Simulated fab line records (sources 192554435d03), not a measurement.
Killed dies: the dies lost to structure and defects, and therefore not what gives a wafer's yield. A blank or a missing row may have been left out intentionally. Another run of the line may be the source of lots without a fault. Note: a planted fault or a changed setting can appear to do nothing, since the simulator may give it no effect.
What tool caused it?	flow n5_finfet	36 wafers sampled from 12 lots at 1 step of a route of 1938

== WHAT THE GAUGES READ, wafer by wafer ==
N5_BEOL_M2_OVL_MEAS_12.
lot	measured	on	M2_OVL (nm)
L075	day 6 22:47	overlay-01	1.0 -1.1 -0.6
L077	day 7 08:57	overlay-01	0.1 -0.4 1.1
L079	day 7 19:41	overlay-01	1.0 1.1 1.9
L082	day 8 14:59	overlay-01	0.1 -0.3 0.6
L083	day 9 03:57	overlay-02	0.7 0.5 -0.8
L084	day 9 07:07	overlay-02	0.3 0.1 0.4
L088	day 9 20:36	overlay-02	1.7 1.3 0.4
L089	day 10 07:28	overlay-02	-0.3 0.2 -0.9
L091	day 11 02:03	overlay-01	0.4 0.4 1.0
L093	day 11 06:44	overlay-01	0.4 -0.6 -1.6
L095	day 12 04:31	overlay-01	1.4 0.2 1.4
L097	day 12 09:25	overlay-02	-0.5 -0.2 -0.3

== EACH LOT AND THE TOOL THAT RAN IT (in order: tool; ch and the chambers of the sampled wafers; start) ==
There is no process step in the record ahead of these readings.

== THE ANSWER, worked out from the rows above alone ==
Rule: the usual values come from the lots themselves. The widest of any qualifying gaps counts: lots, ordered by their means at a reading, are off when they make up no more than a third of the lots, leave a main group of 4 or more, and stand apart from it by 3 or more times the standard deviation of that group's means. If all means in a main group match to the digits the tables above print for the reading, that group is not used. Also off: a lot with no number at a reading for which 4 or more lots have one. Where the step has rows for the other lots, those lots are counted as sound.
None of the lots is off at any reading shown; this tells nothing.

== WHAT THE SIMULATOR PUT IN ==
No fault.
